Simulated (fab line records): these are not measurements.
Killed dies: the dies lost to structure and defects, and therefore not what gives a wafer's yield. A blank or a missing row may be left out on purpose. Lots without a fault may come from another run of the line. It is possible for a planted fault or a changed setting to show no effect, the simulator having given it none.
Split-lot study    flow n5 finfet    21 wafers read across 7 lots, on a route 1938 steps long

## ABOUT THE SPLIT
At N5_BEOL_M4_COAT_67 (time 60 s, resist thk 60 nm), the setting spin rpm was moved away from the recipe's 1500 rpm on 8 of the 21 wafers read, by -10.5% to +8.3%. This setting was run at the recipe's value on the other wafers.

## FROM THE SPLIT TO THE READING: what the file shows between them, 11 steps
- N5_BEOL_M4_COAT_68: time 60 s, resist thk 12 nm (also split here: spin rpm)
- N5_BEOL_M4_COAT_76: time 60 s, resist thk 5 nm
- N5_BEOL_M4_COAT_22: resist thk 30 nm
- N5_BEOL_M4_DESCUM_33: chemistry O2, time 7 s
- N5_BEOL_M4_ETCH_77: etches underlayer in N2/H2, target depth 6.5 nm, time 5.2 s
- N5_BEOL_M4_ETCH_69: etches SiARC in CF4, target depth 15.6 nm, time 26 s
- N5_BEOL_M4_ALD_98: deposits SiO2, target thk 2.5 nm, pulse time 1 s, co reactant pulse time 1 s
- N5_BEOL_M4_ETCHBACK_99: etches SiO2 in CHF3, target depth 5 nm, time 10.4 s
- N5_BEOL_M4_ETCH_70: etches SOC in N2/H2, target depth 80 nm, overetch 24 nm, time 130 s
- N5_BEOL_M4_STRIP_71: strips in N2/H2
- N5_BEOL_M4_STRIP_78: strips in N2/H2

## THE READING
SOC_of_BEOL_M4_COAT_67.thk nm (the simulator's own value, which no gauge read), in nm, at N5_BEOL_M4_VIA_ETCH_34 (etches the open film in C4F6/O2, target depth 69.4 nm, time 65.9 s). The file does not state a usual value for it. Here, 13 wafers ran the recipe; their average is 51.8 nm with a standard deviation of 0.16 nm.

wafer   tool, chamber at the split  spin rpm as run, rpm  against the recipe  SOC_of_BEOL_M4_COAT_67.thk nm, nm  against lot-mates on the recipe
L078.3  litho track-01, 0           1500                  recipe              51.8                               -
L078.4  litho track-01, 0           1500                  recipe              51.8                               -
L078.6  litho track-01, 0           1500                  recipe              52                                 -
L080.1  litho track-05, 0           1598                  +6.5%               49.8                               -2.0
L080.2  litho track-05, 0           1500                  recipe              51.8                               -
L080.6  litho track-05, 0           1500                  recipe              51.8                               -
L082.1  litho track-03, 0           1500                  recipe              51.6                               -
L082.3  litho track-03, 0           1500                  recipe              51.6                               -
L082.6  litho track-03, 0           1500                  recipe              51.8                               -
L084.2  litho track-01, 0           1500                  recipe              51.6                               -
L084.3  litho track-01, 0           1342                  -10.5%              55.4                               +3.8
L084.4  litho track-01, 0           1342                  -10.5%              55.2                               +3.6
L087.2  litho track-03, 0           1500                  recipe              51.8                               -
L087.6  litho track-03, 0           1500                  recipe              51.8                               -
L087.3  litho track-03, 0           1624                  +8.3%               49.2                               -2.6
L093.1  litho track-03, 0           1575                  +5.0%               50.6                               -1.2
L093.3  litho track-03, 0           1575                  +5.0%               50.2                               -1.6
L093.6  litho track-03, 0           1500                  recipe              51.8                               -
L094.2  litho track-05, 0           1557                  +3.8%               50.8                               -1.4
L094.3  litho track-05, 0           1557                  +3.8%               50.8                               -1.4
L094.5  litho track-05, 0           1500                  recipe              52.2                               -

THE FIT
A straight line over all 21 wafers: SOC_of_BEOL_M4_COAT_67.thk nm changes by -0.317 nm for each +1% of spin rpm; r = -0.99; the points scatter about the line by 0.17 nm.
The same after taking each lot's own level away (the mean of its wafers on the recipe; 21 wafers): -0.334 nm for each +1%; r = -1.00; scatter 0.15 nm.
On that fit, the largest move of spin rpm shifts the reading by 3.5 nm.
Measured against the standard deviation above, the lots' own levels, which go from 51.60 to 52.20 nm, span 3.8 times it.
Consequently the slope shifts little with the lot-to-lot level, the two slopes agreeing.
Check: for one of the wafers moved furthest among these (-10.5%), held out of the fit, the line's prediction against its lot-mates is +3.44 nm. Against them it came out at +3.8 nm.

## THE OTHER SPLITS THESE WAFERS WENT THROUGH
Other splits were also applied to these wafers ahead of the reading. Each is held against what the fit with the lots' levels taken away leaves over:
other split on the same wafers     wafers away from the commonest value  r with SOC_of_BEOL_M4_COAT_67.thk nm (lot level and that fit taken away)
N5_BEOL_M0_SAQP_PECVD_97 time s    7                                     -0.33
N5_BEOL_M0_SAQP_PEB_12 peb time s  9                                     -0.34
N5_BEOL_M0_DEP_125 time s          9                                     +0.16
N5_BEOL_M1_EXPOSE_25 dose mj       7                                     -0.06
N5_BEOL_M3_TRENCH_ETCH_37 bias w   6                                     -0.08
N5_BEOL_M4_COAT_68 spin rpm        4                                     -0.04

## THE WHOLE CHAIN: every reading that the file lists as answering this split, in the file's order
step                    what it does                                                         reading                                                                         change (the file's fit)                r (the file's)
N5_BEOL_M4_COAT_67      time 60 s, resist thk 60 nm                                          SOC_of_BEOL_M4_COAT_67.thk nm (the simulator's own value, which no gauge read)  -0.31 nm for each +1% of the setting   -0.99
N5_BEOL_M4_ETCH_70      etches SOC in N2/H2, target depth 80 nm, overetch 24 nm, time 130 s  etch.depth nm (the simulator's own value, which no gauge read)                  -0.312 nm for each +1% of the setting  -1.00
N5_BEOL_M4_VIA_ETCH_34  etches the open film in C4F6/O2, target depth 69.4 nm, time 65.9 s   SOC_of_BEOL_M4_COAT_67.thk nm (the simulator's own value, which no gauge read)  -0.328 nm for each +1% of the setting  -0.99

## FILE'S OWN FIT
SOC_of_BEOL_M4_COAT_67.thk nm changes by -0.328 nm for each +1% of spin rpm, r = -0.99.
